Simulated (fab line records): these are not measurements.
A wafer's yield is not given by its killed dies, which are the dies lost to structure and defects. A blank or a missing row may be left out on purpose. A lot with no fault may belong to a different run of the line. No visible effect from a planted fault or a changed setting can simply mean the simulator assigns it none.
Matching of chambers + flow n5 finfet + 3 sister chambers for N5_BEOL_M0_SAQP_PECVD_96 on pecvd-04
The step deposits a-Si from SiH4/He, target thk 45 nm, time 45.2 s. 3 wafers are shown with their chamber, then 7 later ones without.

## EACH WAFER AND ITS CHAMBER
| wafer  | chamber | throttle valve pct (%) |
|--------|---------|------------------------|
| L085.6 | 2       | 18.6                   |
| L088.2 | 0       | 17.8                   |
| L088.5 | 1       | 16.4                   |

## WAFERS WITHOUT THEIR CHAMBER
| wafer  | throttle valve pct (%) |
|--------|------------------------|
| L088.6 | 18.0                   |
| L089.1 | 17.8                   |
| L089.4 | 19.0                   |
| L089.6 | 17.6                   |
| L097.3 | 16.8                   |
| L097.4 | 16.4                   |
| L097.6 | 17.6                   |

## CHAMBER TAKEN BY EACH
| wafer  | from the rows above     | in truth |
|--------|-------------------------|----------|
| L088.6 | can't be placed: 0 or 2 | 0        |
| L089.1 | 0                       | 0        |
| L089.4 | 2                       | 2        |
| L089.6 | 0                       | 0        |
| L097.3 | 1                       | 1        |
| L097.4 | 1                       | 1        |
| L097.6 | 0                       | 0        |
Placed correctly: 6 of 7. Not placeable from these rows: 1 (in 1, the candidates include the true chamber). Number placed wrongly: 0.
How it was worked out, from the rows above alone: a wafer's distance from a chamber is the root of the sum, over the readings, of the square of ((its reading less the chamber's mean) divided by the reading's scatter). The wafer belongs to the nearest chamber; if the next one is less than 2 further off, it can't be placed. Each chamber's mean is taken over the wafers shown for it. The scatter: with one shown wafer a chamber, the root of the mean of the squares of how far each hidden wafer lies from its nearest shown one.
